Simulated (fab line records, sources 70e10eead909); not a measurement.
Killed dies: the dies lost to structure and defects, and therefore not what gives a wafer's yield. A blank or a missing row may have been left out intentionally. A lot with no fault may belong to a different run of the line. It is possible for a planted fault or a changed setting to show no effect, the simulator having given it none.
Which tool did it? :: flow nand-harc :: 36 wafers from 12 lots sampled at 4 of the route's 1302 steps

== WHAT EACH GAUGE READ, for each wafer ==
Not one reading of a measure or inspect step in the record can be checked against a usual standard deviation.

== WHICH TOOL RAN EACH LOT (tool, then ch and the chambers of the sampled wafers, then the start) ==
lot: L926
NHARC_A_CONTACT_DESCUM_74: rie-diel-03 ch 1,3, day 22 22:46
NHARC_A_CONTACT_ETCH_130: har-cap-etch-02 ch 0, day 23 01:25
NHARC_A_CONTACT_STRIP_82: rie-diel-02 ch 0,2,3, day 23 06:00 or earlier
NHARC_A_CONTACT_SOFTBAKE_03: litho-track-01 ch 0, day 23 06:00

lot: L928
NHARC_A_CONTACT_DESCUM_74: rie-diel-10 ch 0,2,3, day 23 10:37
NHARC_A_CONTACT_ETCH_130: har-cap-etch-01 ch 0,1, day 23 14:09
NHARC_A_CONTACT_STRIP_82: rie-diel-03 ch 0,1,2, day 23 18:00 or earlier
NHARC_A_CONTACT_SOFTBAKE_03: litho-track-01 ch 0, day 23 18:00

lot: L931
NHARC_A_CONTACT_DESCUM_74: rie-diel-02 ch 0,1, day 24 00:56
NHARC_A_CONTACT_ETCH_130: har-cap-etch-02 ch 0,1, day 24 03:58
NHARC_A_CONTACT_STRIP_82: rie-diel-02 ch 1,3, day 24 14:00 or earlier
NHARC_A_CONTACT_SOFTBAKE_03: litho-track-01 ch 0, day 24 14:00

lot: L938
NHARC_A_CONTACT_DESCUM_74: rie-diel-03 ch 0,2,3, day 26 23:27
NHARC_A_CONTACT_ETCH_130: har-cap-etch-02 ch 0,1, day 27 02:05
NHARC_A_CONTACT_STRIP_82: rie-diel-03 ch 0,1,2, day 27 06:00 or earlier
NHARC_A_CONTACT_SOFTBAKE_03: litho-track-04 ch 0, day 27 06:00

lot: L939
NHARC_A_CONTACT_DESCUM_74: rie-diel-03 ch 1,2, day 27 02:25
NHARC_A_CONTACT_ETCH_130: har-cap-etch-01 ch 0,1, day 27 05:05
NHARC_A_CONTACT_STRIP_82: rie-diel-03 ch 0,2,3, day 27 10:00 or earlier
NHARC_A_CONTACT_SOFTBAKE_03: litho-track-04 ch 0, day 27 10:00

lot: L941
NHARC_A_CONTACT_DESCUM_74: rie-diel-03 ch 0,1, day 27 23:36
NHARC_A_CONTACT_ETCH_130: har-cap-etch-03 ch 0,1, day 28 02:37
NHARC_A_CONTACT_STRIP_82: rie-diel-03 ch 0,2,3, day 28 07:00 or earlier
NHARC_A_CONTACT_SOFTBAKE_03: litho-track-06 ch 0, day 28 07:00

lot: L944
NHARC_A_CONTACT_DESCUM_74: rie-diel-03 ch 0,1,2, day 29 19:28
NHARC_A_CONTACT_ETCH_130: har-cap-etch-01 ch 0,1, day 29 22:12
NHARC_A_CONTACT_STRIP_82: rie-diel-03 ch 1,2,3, day 30 02:00 or earlier
NHARC_A_CONTACT_SOFTBAKE_03: litho-track-01 ch 0, day 30 02:00

lot: L945
NHARC_A_CONTACT_DESCUM_74: rie-diel-02 ch 1,2,3, day 30 00:11
NHARC_A_CONTACT_ETCH_130: har-cap-etch-02 ch 0,1, day 30 02:50
NHARC_A_CONTACT_STRIP_82: rie-diel-03 ch 0,2,3, day 30 07:00 or earlier
NHARC_A_CONTACT_SOFTBAKE_03: litho-track-06 ch 0, day 30 07:00

lot: L946
NHARC_A_CONTACT_DESCUM_74: rie-diel-03 ch 2,3, day 30 02:20
NHARC_A_CONTACT_ETCH_130: har-cap-etch-01 ch 0,1, day 30 04:58
NHARC_A_CONTACT_STRIP_82: rie-diel-03 ch 2,3, day 30 11:00 or earlier
NHARC_A_CONTACT_SOFTBAKE_03: litho-track-01 ch 0, day 30 11:00

lot: L947
NHARC_A_CONTACT_DESCUM_74: rie-diel-02 ch 0,1, day 31 04:26
NHARC_A_CONTACT_ETCH_130: har-cap-etch-03 ch 0,1, day 31 07:24
NHARC_A_CONTACT_STRIP_82: rie-diel-03 ch 0,1,3, day 31 11:00 or earlier
NHARC_A_CONTACT_SOFTBAKE_03: litho-track-06 ch 0, day 31 11:00

lot: L949
NHARC_A_CONTACT_DESCUM_74: rie-diel-03 ch 0,3, day 31 09:41
NHARC_A_CONTACT_ETCH_130: har-cap-etch-02 ch 0,1, day 31 12:19
NHARC_A_CONTACT_STRIP_82: rie-diel-10 ch 1,2, day 32 00:00 or earlier
NHARC_A_CONTACT_SOFTBAKE_03: litho-track-06 ch 0, day 32 00:00

lot: L948
NHARC_A_CONTACT_DESCUM_74: rie-diel-10 ch 0,1,3, day 32 03:55
NHARC_A_CONTACT_ETCH_130: har-cap-etch-01 ch 0,1, day 32 06:32
NHARC_A_CONTACT_STRIP_82: rie-diel-03 ch 2,3, day 32 11:00 or earlier
NHARC_A_CONTACT_SOFTBAKE_03: litho-track-04 ch 0, day 32 11:00
- NHARC_A_CONTACT_DESCUM_74: chemistry O2, time 3 s.
- NHARC_A_CONTACT_ETCH_130: etches the open film in C4F8/O2/Ar, time 197 s, target depth 1918 nm.
- NHARC_A_CONTACT_STRIP_82: strips in O2.
- NHARC_A_CONTACT_SOFTBAKE_03: time 55 s.

== AS READ BY THE TOOLS THEMSELVES (means over the sampled wafers that have a number; for cases with no such wafer, the mark the record gives instead) ==
NHARC_A_CONTACT_DESCUM_74. Usual: drypump-motor-current-A 5.7 A, standard deviation 0.44; o2-flow-sccm 200.0 sccm, standard deviation 0.54; oes-product-au 0.997 a.u., standard deviation 0.0099; rf-vpp-V 57.7 V, standard deviation 0.94; showerhead-plenum-p-Torr 1.92 Torr, standard deviation 0.089; throttle-valve-pct 11.311 %, standard deviation 0.0088.
lot: L926
tool: rie-diel-03
drypump-motor-current-A (A): 6.0
o2-flow-sccm (sccm): 200.9
oes-product-au (a.u.): 0.998
rf-vpp-V (V): 57.9
showerhead-plenum-p-Torr (Torr): 1.96
throttle-valve-pct (%): 11.307
flag: 

lot: L928
tool: rie-diel-10
drypump-motor-current-A (A): 5.2
o2-flow-sccm (sccm): 199.6
oes-product-au (a.u.): 0.998
rf-vpp-V (V): 57.6
showerhead-plenum-p-Torr (Torr): 1.90
throttle-valve-pct (%): 11.309
flag: 

lot: L931
tool: rie-diel-02
drypump-motor-current-A (A): 5.3
o2-flow-sccm (sccm): 200.3
oes-product-au (a.u.): 0.997
rf-vpp-V (V): 57.6
showerhead-plenum-p-Torr (Torr): 1.98
throttle-valve-pct (%): 11.308
flag: 

lot: L938
tool: rie-diel-03
drypump-motor-current-A (A): 5.9
o2-flow-sccm (sccm): 200.0
oes-product-au (a.u.): 0.991
rf-vpp-V (V): 58.6
showerhead-plenum-p-Torr (Torr): 1.93
throttle-valve-pct (%): 11.304
flag: 

lot: L939
tool: rie-diel-03
drypump-motor-current-A (A): 6.2
o2-flow-sccm (sccm): 199.7
oes-product-au (a.u.): 1.008
rf-vpp-V (V): 57.6
showerhead-plenum-p-Torr (Torr): 1.87
throttle-valve-pct (%): 11.316
flag: 

lot: L941
tool: rie-diel-03
drypump-motor-current-A (A): 5.8
o2-flow-sccm (sccm): 200.3
oes-product-au (a.u.): 0.993
rf-vpp-V (V): 57.3
showerhead-plenum-p-Torr (Torr): 1.81
throttle-valve-pct (%): 11.315
flag: 

lot: L944
tool: rie-diel-03
drypump-motor-current-A (A): 6.0
o2-flow-sccm (sccm): 200.5
oes-product-au (a.u.): 0.998
rf-vpp-V (V): 57.4
showerhead-plenum-p-Torr (Torr): 1.86
throttle-valve-pct (%): 11.310
flag: 

lot: L945
tool: rie-diel-02
drypump-motor-current-A (A): 5.5
o2-flow-sccm (sccm): 200.1
oes-product-au (a.u.): 0.992
rf-vpp-V (V): 58.2
showerhead-plenum-p-Torr (Torr): 1.96
throttle-valve-pct (%): 11.309
flag: 

lot: L946
tool: rie-diel-03
drypump-motor-current-A (A): 6.1
o2-flow-sccm (sccm): 199.9
oes-product-au (a.u.): 0.998
rf-vpp-V (V): 57.8
showerhead-plenum-p-Torr (Torr): 1.97
throttle-valve-pct (%): 11.315
flag: 

lot: L947
tool: rie-diel-02
drypump-motor-current-A (A): 5.2
o2-flow-sccm (sccm): 199.9
oes-product-au (a.u.): 1.001
rf-vpp-V (V): 58.1
showerhead-plenum-p-Torr (Torr): 1.96
throttle-valve-pct (%): 11.310
flag: 

lot: L949
tool: rie-diel-03
drypump-motor-current-A (A): 5.7
o2-flow-sccm (sccm): 199.9
oes-product-au (a.u.): 0.989
rf-vpp-V (V): 58.0
showerhead-plenum-p-Torr (Torr): 1.87
throttle-valve-pct (%): 11.317
flag: 

lot: L948
tool: rie-diel-10
drypump-motor-current-A (A): 5.6
o2-flow-sccm (sccm): 199.7
oes-product-au (a.u.): 0.999
rf-vpp-V (V): 57.9
showerhead-plenum-p-Torr (Torr): 1.96
throttle-valve-pct (%): 11.313
flag: 

NHARC_A_CONTACT_STRIP_82. Usual: drypump-motor-current-A 5.8 A, standard deviation 0.42; o2-flow-sccm 500.1 sccm, standard deviation 1.7; oes-product-au 0.997 a.u., standard deviation 0.011; rf-vpp-V 57.7 V, standard deviation 0.85; showerhead-plenum-p-Torr 3.54 Torr, standard deviation 0.15; throttle-valve-pct 17.036 %, standard deviation 0.0085.
lot: L926
tool: rie-diel-02
drypump-motor-current-A (A): 5.5
o2-flow-sccm (sccm): 498.8
oes-product-au (a.u.): 0.984
rf-vpp-V (V): 58.0
showerhead-plenum-p-Torr (Torr): 3.60
throttle-valve-pct (%): 17.041
flag: 

lot: L928
tool: rie-diel-03
drypump-motor-current-A (A): 6.0
o2-flow-sccm (sccm): 501.5
oes-product-au (a.u.): 1.000
rf-vpp-V (V): 56.7
showerhead-plenum-p-Torr (Torr): 3.45
throttle-valve-pct (%): 17.038
flag: 

lot: L931
tool: rie-diel-02
drypump-motor-current-A (A): 5.3
o2-flow-sccm (sccm): 500.9
oes-product-au (a.u.): 0.995
rf-vpp-V (V): 57.8
showerhead-plenum-p-Torr (Torr): 3.71
throttle-valve-pct (%): 17.042
flag: 

lot: L938
tool: rie-diel-03
drypump-motor-current-A (A): 6.0
o2-flow-sccm (sccm): 500.9
oes-product-au (a.u.): 1.011
rf-vpp-V (V): 57.2
showerhead-plenum-p-Torr (Torr): 3.44
throttle-valve-pct (%): 17.037
flag: 

lot: L939
tool: rie-diel-03
drypump-motor-current-A (A): 5.9
o2-flow-sccm (sccm): 499.8
oes-product-au (a.u.): 0.993
rf-vpp-V (V): 57.5
showerhead-plenum-p-Torr (Torr): 3.55
throttle-valve-pct (%): 17.036
flag: 

lot: L941
tool: rie-diel-03
drypump-motor-current-A (A): 5.9
o2-flow-sccm (sccm): 501.1
oes-product-au (a.u.): 0.985
rf-vpp-V (V): 57.4
showerhead-plenum-p-Torr (Torr): 3.55
throttle-valve-pct (%): 17.033
flag: 

lot: L944
tool: rie-diel-03
drypump-motor-current-A (A): 6.1
o2-flow-sccm (sccm): 500.3
oes-product-au (a.u.): 1.000
rf-vpp-V (V): 57.7
showerhead-plenum-p-Torr (Torr): 3.55
throttle-valve-pct (%): 17.034
flag: 

lot: L945
tool: rie-diel-03
drypump-motor-current-A (A): 5.9
o2-flow-sccm (sccm): 498.8
oes-product-au (a.u.): 0.985
rf-vpp-V (V): 57.9
showerhead-plenum-p-Torr (Torr): 3.55
throttle-valve-pct (%): 17.032
flag: 

lot: L946
tool: rie-diel-03
drypump-motor-current-A (A): 6.2
o2-flow-sccm (sccm): 503.4
oes-product-au (a.u.): 0.995
rf-vpp-V (V): 57.6
showerhead-plenum-p-Torr (Torr): 3.63
throttle-valve-pct (%): 17.034
flag: 

lot: L947
tool: rie-diel-03
drypump-motor-current-A (A): 5.9
o2-flow-sccm (sccm): 500.3
oes-product-au (a.u.): 0.995
rf-vpp-V (V): 57.5
showerhead-plenum-p-Torr (Torr): 3.46
throttle-valve-pct (%): 17.028
flag: 

lot: L949
tool: rie-diel-10
drypump-motor-current-A (A): 5.2
o2-flow-sccm (sccm): 501.6
oes-product-au (a.u.): 1.008
rf-vpp-V (V): 57.8
showerhead-plenum-p-Torr (Torr): 3.49
throttle-valve-pct (%): 17.036
flag: 

lot: L948
tool: rie-diel-03
drypump-motor-current-A (A): 6.0
o2-flow-sccm (sccm): 501.8
oes-product-au (a.u.): 0.992
rf-vpp-V (V): 58.4
showerhead-plenum-p-Torr (Torr): 3.65
throttle-valve-pct (%): 17.038
flag: 

NHARC_A_CONTACT_SOFTBAKE_03. Usual: heater-power-total-W 188.46 W, standard deviation 0.15; plate-temp-C 104.97 C, standard deviation 0.14.
lot: L926
tool: litho-track-01
heater-power-total-W (W): 188.48
plate-temp-C (C): 104.77
flag: 

lot: L928
tool: litho-track-01
heater-power-total-W (W): 323.10
plate-temp-C (C): -
flag: OFF

lot: L931
tool: litho-track-01
heater-power-total-W (W): 323.13
plate-temp-C (C): -
flag: OFF

lot: L938
tool: litho-track-04
heater-power-total-W (W): 188.51
plate-temp-C (C): 105.09
flag: 

lot: L939
tool: litho-track-04
heater-power-total-W (W): 188.32
plate-temp-C (C): 105.05
flag: 

lot: L941
tool: litho-track-06
heater-power-total-W (W): 188.35
plate-temp-C (C): 104.94
flag: 

lot: L944
tool: litho-track-01
heater-power-total-W (W): 188.38
plate-temp-C (C): 105.00
flag: 

lot: L945
tool: litho-track-06
heater-power-total-W (W): 188.47
plate-temp-C (C): 104.72
flag: 

lot: L946
tool: litho-track-01
heater-power-total-W (W): 188.43
plate-temp-C (C): 105.18
flag: 

lot: L947
tool: litho-track-06
heater-power-total-W (W): 188.52
plate-temp-C (C): 105.02
flag: 

lot: L949
tool: litho-track-06
heater-power-total-W (W): 188.44
plate-temp-C (C): 104.94
flag: 

lot: L948
tool: litho-track-04
heater-power-total-W (W): 188.50
plate-temp-C (C): 104.84
flag: 

== THE ANSWER, worked out from the rows above alone ==
Rule: take the mean of a lot's wafers that have a number; if it is more than 3 standard deviations from the usual mean, the lot is off. Also off: a lot with no number at a reading for which 4 or more lots have one. Where the step has rows for the other lots, those lots are counted as sound. First the gauges in route order, then the tools' own readings, where a lot's mean is used as printed above. At the first step where some lot is off, the reading lying furthest off is the one used; lots without a number count as furthest.
Off at NHARC_A_CONTACT_SOFTBAKE_03 (plate-temp-C): L928, L931. Without a number there: L928, L931.
If a tool, at that step or one of the process steps before it, ran each lot that is off and ran no sound lot following the first of them, it fits. NHARC_A_CONTACT_STRIP_82: start missing for some lots; hours and lot order therefore follow NHARC_A_CONTACT_SOFTBAKE_03. None of those tried fits.

== WHAT THE SIMULATOR PUT IN ==
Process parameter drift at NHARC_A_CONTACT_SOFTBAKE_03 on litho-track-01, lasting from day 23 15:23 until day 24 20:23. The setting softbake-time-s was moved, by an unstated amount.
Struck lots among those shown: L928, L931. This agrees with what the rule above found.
